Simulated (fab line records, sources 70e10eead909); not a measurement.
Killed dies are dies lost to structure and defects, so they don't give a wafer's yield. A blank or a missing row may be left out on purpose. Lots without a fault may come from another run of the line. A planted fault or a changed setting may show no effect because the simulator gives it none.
Chamber matching | flow nand_harc | NHARC_A_WL_FILL_ALD_10 on ald_hk-01: 4 sister chambers
The step deposits SiO2, target thk 50 nm, pulse time 10 s, ald cycles 500. 4 wafers are shown with their chamber, then 9 later ones without.

WAFERS WITH THEIR CHAMBER
wafer  | chamber | heater_power_w (W)
L088.1 | 1       | 474
L088.5 | 2       | 449
L090.3 | 3       | 355
L090.5 | 0       | 468

WAFERS WITHOUT THEIR CHAMBER
wafer  | heater_power_w (W)
L091.1 | 455
L091.3 | 441
L091.6 | 454
L093.4 | 351
L093.3 | 455
L093.6 | 459
L095.4 | 447
L095.5 | 355
L095.6 | 454

WHICH CHAMBER EACH WENT THROUGH
wafer  | from the rows above          | in truth
L091.1 | can't be placed: 2 or 0      | 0
L091.3 | 2                            | 2
L091.6 | can't be placed: 2 or 0      | 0
L093.4 | 3                            | 3
L093.3 | can't be placed: 2 or 0      | 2
L093.6 | can't be placed: 0 or 2 or 1 | 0
L095.4 | 2                            | 2
L095.5 | 3                            | 3
L095.6 | can't be placed: 2 or 0      | 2
Placed correctly: 4 of 9. Can't be placed from these rows: 5 (the true chamber is among the candidates in 5). Placed wrongly: 0.
How it was worked out, from the rows above alone: a wafer's distance from a chamber is the root of the sum, over the readings, of the square of ((its reading less the chamber's mean) divided by the reading's scatter). The wafer belongs to the nearest chamber; if the next one is less than 2 further off, it can't be placed. A chamber's mean is the mean of its shown wafers. The scatter: with one shown wafer a chamber, the root of the mean of the squares of how far each hidden wafer lies from its nearest shown one.
